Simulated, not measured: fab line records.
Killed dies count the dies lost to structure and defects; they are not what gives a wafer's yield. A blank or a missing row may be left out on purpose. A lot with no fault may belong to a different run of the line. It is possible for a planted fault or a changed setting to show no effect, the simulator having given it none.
Chamber matching / flow n5-finfet / N5_BEOL_M1_DESCUM_33 on rie-diel-05 has 4 sister chambers
The step chemistry O2, time 7 s. 4 wafers are shown with their chamber, then 9 later ones without.

== WAFERS PAIRED WITH THEIR CHAMBERS ==
wafer=L084.3; chamber=1; drypump-motor-current-A (A)=5.8
wafer=L084.4; chamber=0; drypump-motor-current-A (A)=5.1
wafer=L084.5; chamber=3; drypump-motor-current-A (A)=5.6
wafer=L084.6; chamber=2; drypump-motor-current-A (A)=5.8

== WAFERS MISSING THEIR CHAMBER ==
wafer=L087.2; drypump-motor-current-A (A)=5.7
wafer=L087.5; drypump-motor-current-A (A)=5.2
wafer=L087.6; drypump-motor-current-A (A)=5.8
wafer=L088.1; drypump-motor-current-A (A)=5.1
wafer=L088.3; drypump-motor-current-A (A)=5.7
wafer=L088.5; drypump-motor-current-A (A)=5.6
wafer=L089.1; drypump-motor-current-A (A)=5.7
wafer=L089.2; drypump-motor-current-A (A)=5.8
wafer=L089.6; drypump-motor-current-A (A)=5.8

== EACH ONE'S CHAMBER ==
wafer=L087.2; from the rows above=can't be placed: 1 or 2 or 3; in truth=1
wafer=L087.5; from the rows above=0; in truth=0
wafer=L087.6; from the rows above=can't be placed: 1 or 2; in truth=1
wafer=L088.1; from the rows above=0; in truth=0
wafer=L088.3; from the rows above=can't be placed: 1 or 2 or 3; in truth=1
wafer=L088.5; from the rows above=3; in truth=3
wafer=L089.1; from the rows above=can't be placed: 1 or 2 or 3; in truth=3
wafer=L089.2; from the rows above=can't be placed: 1 or 2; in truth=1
wafer=L089.6; from the rows above=can't be placed: 1 or 2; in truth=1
Correctly placed: 3 of 9. Unplaceable from these rows: 6, with the true chamber sitting among the candidates in 6. Wrongly placed: 0.
How it was worked out, from the rows above alone: a wafer's distance from a chamber is the root of the sum, over the readings, of the square of ((its reading less the chamber's mean) divided by the reading's scatter). If the next closest chamber is less than 2 further off than the closest, the wafer can't be placed; otherwise it belongs to the closest. A chamber's mean is the mean of its shown wafers. The scatter: with one shown wafer a chamber, the root of the mean of the squares of how far each hidden wafer lies from its nearest shown one.
